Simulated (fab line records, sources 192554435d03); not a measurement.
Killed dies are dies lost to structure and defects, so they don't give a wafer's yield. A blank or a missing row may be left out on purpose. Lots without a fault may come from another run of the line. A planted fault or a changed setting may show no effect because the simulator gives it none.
Split-lot experiment | flow n5_finfet | 7 lots, 21 wafers read, on a route of 1938 steps

THE SPLIT
At N5_PASSIVATION_PASS_ETCH_47 (etches SiNx in CF4/O2, target depth 770 nm, time 385 s), the setting time_s was moved away from the recipe's 385 s on 8 of the 21 wafers read, by -15.9% to +18.6%. The other wafers ran this setting at the recipe's value.

The reading is taken at the split's own step.

THE READING
etch.depth_nm (the simulator's own value, which no gauge read), in nm, at N5_PASSIVATION_PASS_ETCH_47 (etches SiNx in CF4/O2, target depth 770 nm, time 385 s). The file gives no usual value for it. The 13 wafers here that ran the recipe average 779.4 nm, standard deviation 11 nm.

wafer  | tool, chamber at the split | time_s as run, s | against the recipe | etch.depth_nm, nm | against lot-mates on the recipe
L078.1 | rie_diel-06, 0             | 385              | recipe             | 757.7             | -
L078.3 | rie_diel-06, 2             | 385              | recipe             | 776.1             | -
L078.5 | rie_diel-06, 2             | 385              | recipe             | 778.5             | -
L079.1 | rie_diel-03, 1             | 450.8            | +17.1%             | 935.7             | no lot-mate on the recipe
L079.4 | rie_diel-03, 0             | 450.8            | +17.1%             | 938.8             | no lot-mate on the recipe
L079.5 | rie_diel-03, 1             | 450.8            | +17.1%             | 931               | no lot-mate on the recipe
L077.1 | rie_diel-06, 0             | 385              | recipe             | 775               | -
L077.3 | rie_diel-06, 2             | 385              | recipe             | 785.4             | -
L077.6 | rie_diel-06, 2             | 385              | recipe             | 781.1             | -
L088.1 | rie_diel-02, 2             | 385              | recipe             | 798.7             | -
L088.2 | rie_diel-02, 3             | 456.6            | +18.6%             | 924.6             | +128.4
L088.5 | rie_diel-02, 2             | 385              | recipe             | 793.7             | -
L089.3 | rie_diel-06, 2             | 323.6            | -15.9%             | 656.1             | -111.9
L089.4 | rie_diel-06, 3             | 385              | recipe             | 768               | -
L089.5 | rie_diel-06, 2             | 323.6            | -15.9%             | 664.6             | -103.4
L090.1 | rie_diel-02, 0             | 385              | recipe             | 782.8             | -
L090.5 | rie_diel-02, 1             | 385              | recipe             | 777.1             | -
L090.6 | rie_diel-02, 2             | 385              | recipe             | 793.7             | -
L097.3 | rie_diel-02, 1             | 385              | recipe             | 764.1             | -
L097.4 | rie_diel-02, 0             | 360.9            | -6.3%              | 727.5             | -36.6
L097.5 | rie_diel-02, 3             | 360.9            | -6.3%              | 725.8             | -38.3

THE FIT
A straight line over all 21 wafers: etch.depth_nm changes by +8.33 nm for each +1% of time_s; r = +0.99; the points scatter about the line by 12 nm.
The same after taking each lot's own level away (the mean of its wafers on the recipe; 18 wafers): +6.76 nm for each +1%; r = +0.99; scatter 5.9 nm.
On that fit, the largest move of time_s shifts the reading by 1.3e+02 nm.
The lots' own levels span 764.10 to 796.20 nm, that is 2.8 times the standard deviation above.
So the lot-to-lot level changes the slope: the two fits differ.
Check: with one of the wafers moved furthest among these (+18.6%) left out of the fit, the line predicts +125 nm for it against its lot-mates. It came out at +128 nm against them.

OTHER SPLITS ON THESE WAFERS
These wafers also went through other splits before the reading. Each is held against what the fit with the lots' levels taken away leaves over:
other split on the same wafers    | wafers away from the commonest value | r with etch.depth_nm (lot level and that fit taken away)
N5_BEOL_M11_PECVD_70 time_s       | 7                                    | +0.25
N5_BEOL_M13_EXPOSE_07 dose_mj     | 7                                    | -0.04
N5_BEOL_M14_PEB_26 peb_temp_c     | 8                                    | +0.06
N5_BEOL_M14_TRENCH_ETCH_34 bias_w | 4                                    | +0.01
N5_BEOL_M14_SPUTTER_43 power_w    | 8                                    | +0.34
N5_BEOL_M14_SPUTTER_44 time_s     | 9                                    | -0.25
N5_MIM_BOT_ETCH_ETCH_04 time_s    | 10                                   | +0.24

THE FILE'S OWN FIT
etch.depth_nm changes by +6.78 nm for each +1% of time_s, r = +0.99.
